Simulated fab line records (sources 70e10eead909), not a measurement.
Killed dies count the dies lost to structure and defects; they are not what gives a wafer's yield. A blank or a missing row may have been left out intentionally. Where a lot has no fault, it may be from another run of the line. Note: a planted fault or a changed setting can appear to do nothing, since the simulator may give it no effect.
fab line records	flow nandHarc
record lots=11	wafers=33	lastDay=33
route steps=1302 shown A_STAIRCASE@738 END@1302
lots untouched by any fault: they come from a run of this same line in which no faults occurred
startH: the number of hours between the record's first day and the start of the first shown wafer of the lot	waitH: time in hours since the lot's previous step	" same as the row above	L1.1+2: a single row standing in for several wafers	- value missing, or start not given	* or withheld: withheld	< > ~ a bound
route shown NAME@n: names a module that has steps shown in the file, with the first one's number in the route	usual: mean and standard deviation over wafers with no fault	same: alike in all rows	chamber/n: place in a boat	sites: per-site readings	_std_site: how widely they spread, as a standard deviation	_edge_site: the outer-site mean with the inner-site mean subtracted	radiusMm: how far each site lies from the wafer's centre	mask NAME#n: copy n	behind: the last tool/chamber to shape the wafer	hold: reason for holding the lot/hours on hold/outcome of the hold	device: transistor that didn't switch, given as n, p or np	end of line: the same wafers' tests at the end of the route	where a step has no rows: the recipe by itself	killed: not the wafer's yield, but the dies lost to structure and defects at the first sort	map: shows each die of a wafer: x if killed, . if not, _ if none is there
set.NAME: the setting that was run; set.NAME@STEP: the one run at that earlier step	model.NAME: the simulator's own value behind a step, which no gauge read
one table for each step of the route and one row for each wafer, over a sample of lots
services: a tool's chamber out of use, with start hour (startH, from the record's first day; less than 0 if before it), hours out, and reason
## steps
# step NHARC_A_STAIRCASE_TRIM_224
# recipe timeS=211.2	o2FlowSccm=500	arFlowSccm=0	biasW=0	chemistry=O2
# usual chamberPressureMTorr=60.01/0.054	drypumpMotorCurrentA=5.7/0.34	oesProductAu=1.000/0.0076	rfVppV=58.0/0.85	showerheadPlenumPTorr=3.54/0.17	throttleValvePct=17.037/0.009
lot.wafer	tool	chamber	startH	waitH	chamberPressureMTorr	drypumpMotorCurrentA	oesProductAu	rfHoursCounterH	rfVppV	showerheadPlenumPTorr	throttleValvePct
L381.2	rieDiel-12	1	-	-	60.06	5.7	0.992	34	57.9	3.76	17.026
L381.3	"	3	"	"	60.00	5.0	1.004	29	58.9	3.76	17.025
L381.6	"	1	"	"	60.01	5.7	1.011	-	60.1	3.76	17.041
L382.2	rieDiel-01	2	-	-	60.04	6.1	0.997	59	59.7	3.57	17.033
L382.3	"	3	"	"	59.95	5.8	1.008	52	57.5	3.38	17.028
L382.5	"	2	"	"	59.97	6.1	1.000	-	58.6	3.57	17.033
L384.2	rieDiel-12	0	-	-	60.00	5.7	0.996	35	57.2	3.39	17.036
L384.5	"	0	"	"	59.97	5.7	0.999	-	57.3	3.39	17.036
L384.4	"	2	"	"	59.99	5.9	0.990	-	56.6	3.38	17.037
L386.3	rieDiel-13	3	-	-	59.95	5.8	1.003	26	57.1	3.37	17.018
L386.5	"	2	"	"	59.99	6.0	1.011	-	58.6	3.73	17.043
L386.6	"	3	"	"	59.96	5.8	0.998	-	56.8	3.37	17.037
L387.2	rieDiel-13	1	-	-	60.01	5.3	0.999	25	58.2	3.62	17.038
L387.1	"	2	"	"	60.02	6.0	0.982	27	58.4	3.73	17.030
L387.4	"	3	"	"	59.94	5.8	1.005	28	57.1	3.37	17.042
L388.3	rieDiel-12	2	-	-	59.97	5.8	0.988	52	58.0	3.37	17.047
L388.2	"	0	"	"	60.12	5.6	0.996	46	58.3	3.38	17.033
L388.5	"	2	"	"	60.01	5.9	1.000	-	58.1	3.37	17.034
L389.2	rieDiel-12	2	-	-	59.94	5.8	0.998	54	57.1	3.37	17.040
L389.4	"	1	"	"	59.98	5.7	0.997	58	59.1	3.75	17.030
L389.6	"	3	"	"	60.03	5.0	0.984	-	58.8	3.75	17.034
L395.4	rieDiel-01	3	-	-	60.05	5.7	1.011	35	58.0	3.36	17.044
L395.1	"	0	"	"	59.98	5.6	0.997	39	56.3	3.43	17.029
L395.6	"	2	"	"	60.02	6.1	0.990	-	57.3	3.55	17.046
L401.2	rieDiel-12	2	-	-	60.07	5.9	1.018	28	56.5	3.36	17.028
L401.1	"	1	"	"	60.07	5.7	1.010	27	57.4	3.73	17.031
L401.6	"	3	"	"	60.06	5.0	1.004	-	58.6	3.73	17.045
L402.4	rieDiel-01	0	-	-	60.17	5.6	0.990	3	59.7	3.42	17.039
L402.2	"	1	"	"	59.89	5.4	0.999	3	58.6	3.73	17.030
L402.5	"	3	"	"	60.03	5.8	0.993	-	57.6	3.34	17.040
L403.2	rieDiel-01	0	-	-	60.02	5.6	0.985	6	57.7	3.42	17.041
L403.3	"	1	"	"	60.13	5.4	1.001	6	57.5	3.73	17.048
L403.4	"	3	"	"	60.14	5.8	0.986	8	58.3	3.34	17.056
# step NHARC_A_STAIRCASE_TRIM_226
# recipe timeS=211.2	o2FlowSccm=500	arFlowSccm=0	biasW=0	chemistry=O2
# usual chamberPressureMTorr=60.00/0.068	drypumpMotorCurrentA=5.7/0.33	oesProductAu=0.999/0.0075	rfVppV=57.7/0.96	showerheadPlenumPTorr=3.54/0.16	throttleValvePct=17.038/0.0091
lot.wafer	tool	chamber	startH	waitH	chamberPressureMTorr	drypumpMotorCurrentA	oesProductAu	rfHoursCounterH	rfVppV	showerheadPlenumPTorr	throttleValvePct
L381.2	rieDiel-12	0	-	-	60.01	5.6	0.999	27	56.7	3.39	17.038
L381.3	"	3	"	"	60.03	5.0	0.994	30	57.4	3.76	17.038
L381.6	"	1	"	"	59.95	5.7	0.993	-	59.7	3.76	17.034
L382.3	rieDiel-01	1	-	-	59.96	5.4	1.003	59	58.8	3.77	17.037
L382.2	"	0	"	"	59.94	5.6	0.991	57	57.2	3.45	17.045
L382.5	"	2	"	"	59.94	6.1	1.002	-	58.1	3.57	17.034
L384.2	rieDiel-12	0	-	-	60.01	5.6	1.002	35	57.7	3.39	17.035
L384.5	"	2	"	"	60.00	5.8	1.003	-	56.1	3.38	17.050
L384.4	"	0	"	"	60.05	5.6	0.997	-	57.6	3.39	17.038
L386.3	rieDiel-13	0	-	-	59.93	6.4	0.988	23	56.4	3.50	17.031
L386.5	"	3	"	"	59.99	5.8	0.994	-	58.4	3.37	17.047
L386.6	"	0	"	"	59.92	6.4	0.979	-	58.3	3.50	17.049
L387.4	rieDiel-13	0	-	-	59.99	6.4	0.998	26	57.4	3.50	17.035
L387.1	"	1	"	"	59.96	5.3	1.003	25	58.2	3.62	17.044
L387.2	"	3	"	"	59.94	5.9	0.988	28	55.0	3.37	17.025
L388.2	rieDiel-12	1	-	-	59.95	5.7	0.997	57	58.3	3.75	17.032
L388.3	"	2	"	"	60.06	5.8	0.986	53	56.5	3.37	17.036
L388.5	"	3	"	"	60.03	5.0	0.998	-	57.8	3.75	17.049
L389.4	rieDiel-12	1	-	-	59.99	5.7	0.990	58	57.0	3.75	17.043
L389.2	"	2	"	"	60.06	5.8	0.998	54	56.5	3.37	17.049
L389.6	"	3	"	"	60.03	5.0	0.984	-	57.9	3.75	17.041
L395.4	rieDiel-01	1	-	-	59.91	5.4	0.999	41	58.8	3.75	17.028
L395.1	"	3	"	"	60.05	5.8	0.996	35	56.1	3.36	17.022
L395.6	"	2	"	"	59.98	6.1	0.991	-	58.3	3.55	17.043
L401.1	rieDiel-12	2	-	-	60.01	5.9	0.998	28	57.8	3.36	17.052
L401.2	"	3	"	"	59.95	5.0	1.003	30	59.1	3.74	17.029
L401.6	"	0	"	"	59.99	5.6	1.003	-	58.2	3.36	17.045
L402.4	rieDiel-01	0	-	-	59.95	5.6	1.002	3	56.0	3.42	17.034
L402.2	"	1	"	"	59.96	5.4	0.999	3	57.2	3.73	17.050
L402.5	"	1	"	"	60.09	5.4	1.006	-	57.5	3.73	17.024
L403.3	rieDiel-01	2	-	-	60.04	6.0	0.993	8	57.8	3.53	17.042
L403.2	"	3	"	"	60.02	5.8	1.006	8	57.1	3.34	17.036
L403.4	"	0	"	"	59.95	5.6	0.995	6	57.0	3.42	17.024
# step NHARC_A_STAIRCASE_TRIM_235
# recipe timeS=211.2	o2FlowSccm=500	arFlowSccm=0	biasW=0	chemistry=O2
# usual chamberPressureMTorr=60.00/0.054	drypumpMotorCurrentA=5.7/0.39	oesProductAu=0.998/0.0075	rfVppV=57.9/0.86	showerheadPlenumPTorr=3.54/0.16	throttleValvePct=17.037/0.0085
lot.wafer	tool	chamber	startH	waitH	chamberPressureMTorr	drypumpMotorCurrentA	oesProductAu	rfHoursCounterH	rfVppV	showerheadPlenumPTorr	throttleValvePct
L381.3	rieDiel-12	1	-	-	60.05	5.7	0.991	35	58.1	3.76	17.031
L381.2	"	0	"	"	60.04	5.6	0.991	28	57.5	3.39	17.033
L381.6	"	2	"	"	60.11	5.8	0.994	-	57.3	3.39	17.040
L382.3	rieDiel-12	1	-	-	59.84	5.7	0.985	37	58.1	3.76	17.056
L382.2	"	2	"	"	60.00	5.9	0.994	31	56.8	3.38	17.041
L382.5	"	0	"	"	60.00	5.6	1.003	-	56.5	3.39	17.035
L384.4	rieDiel-01	3	-	-	60.01	5.8	1.013	0	57.5	3.37	17.044
L384.2	"	1	"	"	60.05	5.4	0.996	0	58.5	3.77	17.033
L384.5	"	3	"	"	60.03	5.8	1.013	-	56.6	3.37	17.038
L386.3	rieDiel-13	0	-	-	59.97	6.4	0.985	24	58.4	3.50	17.021
L386.6	"	2	"	"	60.02	6.0	0.994	-	57.6	3.73	17.041
L386.5	"	3	"	"	60.06	5.8	0.996	-	57.1	3.37	17.035
L387.2	rieDiel-13	3	-	-	60.02	5.8	1.001	28	57.5	3.37	17.035
L387.1	"	0	"	"	59.95	6.3	0.990	26	58.1	3.50	17.040
L387.4	"	2	"	"	59.99	6.0	0.995	28	58.1	3.73	17.041
L388.2	rieDiel-12	2	-	-	60.02	5.9	0.989	53	57.9	3.37	17.044
L388.3	"	3	"	"	60.03	5.0	0.989	44	59.1	3.75	17.032
L388.5	"	3	"	"	59.95	5.0	0.989	-	58.8	3.75	17.033
L389.4	rieDiel-13	0	-	-	59.94	6.4	0.997	31	57.6	3.50	17.039
L389.2	"	3	"	"	60.11	5.8	0.988	34	57.4	3.37	17.045
L389.6	"	0	"	"	60.00	6.4	0.987	-	57.7	3.50	17.033
L395.4	rieDiel-01	3	-	-	60.06	5.8	1.004	35	56.0	3.36	17.042
L395.1	"	0	"	"	59.97	5.6	0.985	40	58.4	3.43	17.023
L395.6	"	3	"	"	60.04	5.8	1.007	-	57.8	3.36	17.036
L401.2	rieDiel-01	1	-	-	60.08	5.4	0.996	63	58.5	3.74	17.040
L401.1	"	2	"	"	60.12	6.1	1.011	61	57.5	3.54	17.033
L401.6	"	0	"	"	59.97	5.6	1.011	-	56.9	3.42	17.020
L402.4	rieDiel-12	2	-	-	60.04	5.8	1.003	36	57.1	3.35	17.023
L402.2	"	0	"	"	59.97	5.6	0.994	41	57.9	3.36	17.032
L402.5	"	3	"	"	59.97	5.0	1.005	-	58.2	3.73	17.032
L403.3	rieDiel-01	1	-	-	59.96	5.4	1.010	6	57.4	3.73	17.032
L403.2	"	2	"	"	59.97	6.1	0.987	9	56.6	3.53	17.052
L403.4	"	3	"	"	59.96	5.8	0.991	9	57.8	3.34	17.033
# step NHARC_A_STAIRCASE_HM_DEP_456
# recipe targetThkA=31000	tempC=400	material=aC
# usual throttleValvePct=34.999/0.0088
lot.wafer	tool	chamber	startH	waitH	throttleValvePct
L381.2	aclDep-03	0	382.32	-	34.994
L381.3	"	0	"	"	35.002
L381.6	"	0	"	"	34.994
L382.2	aclDep-02	0	385.11	-	35.000
L382.3	"	0	"	"	35.004
L382.5	"	0	"	"	34.985
L384.2	aclDep-03	0	401.63	-	34.989
L384.4	"	0	"	"	34.997
L384.5	"	0	"	"	34.994
L384.2	aclDep-03	0	404.85	2.9	34.993
L384.4	"	0	"	"	35.004
L384.5	"	0	"	"	35.003
L386.3	aclDep-01	0	415.77	-	34.994
L386.5	"	0	"	"	35.007
L386.6	"	0	"	"	35.003
L386.3	aclDep-02	0	418.51	2.4	35.000
L386.5	"	0	"	"	34.998
L386.6	"	0	"	"	34.995
L387.1	aclDep-01	0	424.90	-	34.998
L387.2	"	0	"	"	35.009
L387.4	"	0	"	"	34.995
L388.2	aclDep-03	0	443.64	-	35.014
L388.3	"	0	"	"	35.001
L388.5	"	0	"	"	34.988
L389.2	aclDep-02	0	448.39	-	34.992
L389.4	"	0	"	"	35.009
L389.6	"	0	"	"	35.000
L395.1	aclDep-03	0	511.50	-	34.992
L395.4	"	0	"	"	35.004
L395.6	"	0	"	"	34.995
L395.1	aclDep-03	0	515.17	3.4	35.006
L395.4	"	0	"	"	34.983
L395.6	"	0	"	"	35.025
L401.1	aclDep-02	0	562.51	-	35.017
L401.2	"	0	"	"	35.005
L401.6	"	0	564.05	-	34.992
L402.2	aclDep-03	0	582.90	-	35.002
L402.4	"	0	"	"	35.000
L402.5	"	0	"	"	35.008
L403.2	aclDep-03	0	598.23	-	35.001
L403.3	"	0	"	"	34.998
L403.4	"	0	"	"	34.997
# step NHARC_END_SORT_01
# recipe tempC=25
# usual killedAtArray=61/22	killedAtOther=0.8/1	killedAtPeriphery=3.8/2.3	killedDies=66/22	killedOpen=3.2/1.9	killedShort=2.8/1.8
# same grossDies=677
lot.wafer	tool	chamber	startH	waitH	killedAtArray	killedAtOther	killedAtPeriphery	killedDies	killedOpen	killedShort
L381.2	prober-01	0	582.82	2.8	23	1	3	27	4	6
L381.3	prober-01	0	583.62	3.1	22	0	2	24	1	5
L381.6	prober-01	0	586.04	4.0	20	1	1	22	2	2
L395.1	prober-02	0	704.14	2.5	48	2	6	56	1	2
L395.4	prober-02	0	706.55	3.4	64	0	2	66	5	1
L395.6	prober-02	0	708.16	4.0	32	3	4	39	6	2
# killed by level:class
L381.2 A_CHANNEL_HOLE_D2:chamberFilmFlake=5 A_STAIRCASE:chamberFilmFlake=4 A_CHANNEL_FILL_D1:geometricParticle:short=2 A_CONTACT:chamberFilmFlake=2 A_M1:chamberFilmFlake=2 P_GATE:geometricParticle:short=1 P_M1:geometricParticle:open=1 A_ONON_D1:geometricParticle:open=1
L381.3 A_CHANNEL_HOLE_D2:chamberFilmFlake=5 A_STAIRCASE:chamberFilmFlake=4 A_CONTACT:chamberFilmFlake=4 A_WL_FILL:chamberFilmFlake=2 A_CHANNEL_FILL_D1:geometricParticle:short=1 A_DECK1_JOINT:geometricParticle:short=1 A_DECK1_JOINT:geometricParticle:open=1 A_ONON_D2:geometricParticle:short=1
L381.6 A_STAIRCASE:chamberFilmFlake=5 A_CONTACT:chamberFilmFlake=4 A_CHANNEL_HOLE_D1:chamberFilmFlake=2 A_CHANNEL_HOLE_D2:chamberFilmFlake=2 A_WL_FILL:chamberFilmFlake=2 A_M1:chamberFilmFlake=2 A_ONON_D1:geometricParticle:open=1 A_WL_FILL:geometricParticle:short=1
L395.1 A_SLIT:chamberFilmFlake=37 A_CHANNEL_HOLE_D2:chamberFilmFlake=6 P_ZERO_WELL:chamberFilmFlake=3 A_STAIRCASE:chamberFilmFlake=2 THIN_TSV:chamberFilmFlake=2 P_GATE:geometricParticle:open=1 P_M0:geometricParticle:short=1 A_ONON_D1:geometricParticle:short=1
L395.4 A_SLIT:chamberFilmFlake=32 A_CHANNEL_HOLE_D1:chamberFilmFlake=10 A_CHANNEL_HOLE_D2:chamberFilmFlake=8 A_STAIRCASE:chamberFilmFlake=7 A_WL_FILL:geometricParticle:open=2 A_CHANNEL_FILL_D1:chamberFilmFlake=2 P_CONTACT:geometricParticle:open=1 A_DECK1_JOINT:geometricParticle:short=1
L395.6 A_SLIT:chamberFilmFlake=15 A_CHANNEL_HOLE_D2:chamberFilmFlake=6 A_CHANNEL_HOLE_D1:chamberFilmFlake=4 THIN_TSV:chamberFilmFlake=3 P_CONTACT:geometricParticle:open=2 A_STAIRCASE:chamberFilmFlake=2 P_GATE:geometricParticle:open=1 P_M0:geometricParticle:open=1
## services
tool	chamber	startH	hours	kind
rieDiel-12	0	351.65	-	clean
rieDiel-12	1	351.65	-	clean
rieDiel-12	2	351.65	-	clean
rieDiel-12	3	351.65	-	clean
rieDiel-12	0	351.70	2.4	repair
rieDiel-12	2	353.93	14.2	repair
aclDep-01	-	370.44	13.0	pm
rieDiel-01	-	375.63	1.0	repair
rieDiel-12	0	376.15	-	clean
rieDiel-12	1	376.15	-	clean
rieDiel-12	3	383.32	14.3	repair
rieDiel-01	-	383.76	9.0	pm
aclDep-02	-	425.17	13.0	pm
rieDiel-12	-	445.52	9.0	pm
rieDiel-01	-	465.49	3.2	repair
rieDiel-13	2	474.44	1.7	repair
aclDep-03	-	482.58	13.0	pm
rieDiel-13	3	502.52	9.6	repair
rieDiel-12	1	503.09	6.9	repair
rieDiel-13	-	521.48	9.0	pm
rieDiel-12	2	533.18	1.2	repair
aclDep-01	-	551.44	13.0	pm
rieDiel-01	-	555.21	0.2	repair
rieDiel-01	-	560.76	9.0	pm
## key
firstSign step=NHARC_A_STAIRCASE_HM_DEP_456	reading=visit	direction=added
effect none on later readings
metAt NHARC_A_STAIRCASE_HM_DEP_456
struckLots L384,L386,L395
testerLeftOut L384,L386,L395
notActingAt NHARC_A_STAIRCASE_TRIM_224,NHARC_A_STAIRCASE_TRIM_226,NHARC_A_STAIRCASE_TRIM_235
fault kind=repeatedStepWhole	tool=aclDep-01,aclDep-02,aclDep-03	chamber=-	onsetH=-	steps=NHARC_A_STAIRCASE_HM_DEP_456	times=1	scope=struckLotsOnly
# testerLeftOut: of these lots the tester's yield and bins aren't shown, on N5 and GAA mostly nor the transistor test; their killed dies are dies lost to structure and defects alone, not to doping, threshold or leakage, so they don't give the yield
